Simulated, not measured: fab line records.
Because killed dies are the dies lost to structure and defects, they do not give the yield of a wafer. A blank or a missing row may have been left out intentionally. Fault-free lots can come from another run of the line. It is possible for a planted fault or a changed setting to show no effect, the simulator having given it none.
3 desks looking at one fault :: flow n5_finfet :: every desk sees just its own numbers, and what lay behind them comes last

== FROM THE METROLOGY DESK ==
What the gauges read for every lot (on any tool): the sampled wafers with a number, averaged. Any lot whose mean is over 4 standard deviations away from the usual mean is out of limits and marked OUT; that distance is given in the brackets. Readings shown: 7 of its 12, picked as those furthest out on some lot.
Columns: A = cd_nm at N5_SDB_CD_MEAS_11, usual 50.1 nm; B = IOFF_N at N5_BEOL_M4_RC_MEAS_101, usual 0.153 nA/um; C = IOFF_P at N5_BEOL_M4_RC_MEAS_101, usual 0.215 nA/um; D = ION_N at N5_BEOL_M4_RC_MEAS_101, usual 672 uA/um; E = SS_P at N5_BEOL_M4_RC_MEAS_101, usual 73.3 mV/dec; F = VT_N at N5_BEOL_M4_RC_MEAS_101, usual 250.6 mV; G = VT_P at N5_BEOL_M4_RC_MEAS_101, usual -249 mV
lot: L118
first seen here: day 5 14:04
A: 49.5
B: 0.154
C: 0.225
D: 676
E: 73.6
F: 250.2
G: -248

lot: L122
first seen here: day 6 16:17
A: 50.4
B: 0.178
C: 0.227
D: 673
E: 74.1
F: 247.6
G: -249

lot: L126
first seen here: day 7 14:11
A: 49.1
B: 0.154
C: 0.214
D: 674
E: 73.0
F: 249.5
G: -252

lot: L130
first seen here: day 8 11:35
A: 50.5
B: 0.148
C: 0.212
D: 658
E: 73.5
F: 251.1
G: -250

lot: L131
first seen here: day 8 18:49
A: 49.5
B: 0.124
C: 0.181
D: 661
E: 72.7
F: 252.6
G: -253

lot: L134
first seen here: day 9 17:17
A: 50.3
B: 0.153
C: 0.207
D: 677
E: 73.5
F: 250.3
G: -250
This desk's finding: nothing out of limits on any of the 6 lots.

== THE DEFECT DESK ==
For each lot, the counts of the inspections along the route, averaged over the sampled wafers that have a number. Any lot whose mean is over 4 standard deviations away from the usual mean is out of limits and marked OUT; that distance is given in the brackets.
Columns: A = raw_defect_count at N5_SDB_INSPECT_13, usual 76
lot: L118
first seen here: day 5 14:07
A: 63

lot: L122
first seen here: day 6 16:20
A: 89

lot: L126
first seen here: day 7 14:14
A: 72

lot: L130
first seen here: day 8 11:38
A: 60

lot: L131
first seen here: day 8 18:52
A: 49

lot: L134
first seen here: day 9 17:20
A: 92
This desk's finding: nothing out of limits on any of the 6 lots.

== TOOL OWNER'S DESK, rie_diel-03 ==
The tool's own readings at N5_SDB_ETCH_18 (etches SOC in N2/H2, target depth 100 nm, overetch 20 nm, time 150 s): means of the sampled wafers that have a number, for each lot that ran on this tool. Any lot whose mean is over 4 standard deviations away from the usual mean is out of limits and marked OUT; that distance is given in the brackets.
Columns: A = drypump_motor_current_A at N5_SDB_ETCH_18, usual 5.7 A; B = h2_flow_sccm at N5_SDB_ETCH_18, usual 199.9 sccm; C = oes_product_au at N5_SDB_ETCH_18, usual 0.73 a.u.; D = rf_vpp_V at N5_SDB_ETCH_18, usual 525.4 V; E = showerhead_plenum_p_Torr at N5_SDB_ETCH_18, usual 2.60 Torr; F = temp_c at N5_SDB_ETCH_18, usual 39.99 C; G = throttle_valve_pct at N5_SDB_ETCH_18, usual 17.79 %
lot: L122
first seen here: day 6 16:55
A: 5.9
B: 199.8
C: 0.81
D: 526.2
E: 2.66
F: 39.95
G: 17.66

lot: L126
first seen here: day 7 14:37
A: 5.5
B: 200.1
C: 0.68
D: 526.2
E: 2.61
F: 39.90
G: 17.84

lot: L130
first seen here: day 8 11:45
A: 5.8
B: 200.4
C: 0.73
D: 526.6
E: 2.65
F: 39.99
G: 17.62
This desk's finding: nothing out of limits on any of the 3 lots.

== PUT TOGETHER ==
The metrology desk saw nothing out of limits.
No out-of-limits result turned up at the defect desk.
The tool owner's desk saw nothing out of limits.

== WHAT HAD BEEN PUT IN BY THE SIMULATOR ==
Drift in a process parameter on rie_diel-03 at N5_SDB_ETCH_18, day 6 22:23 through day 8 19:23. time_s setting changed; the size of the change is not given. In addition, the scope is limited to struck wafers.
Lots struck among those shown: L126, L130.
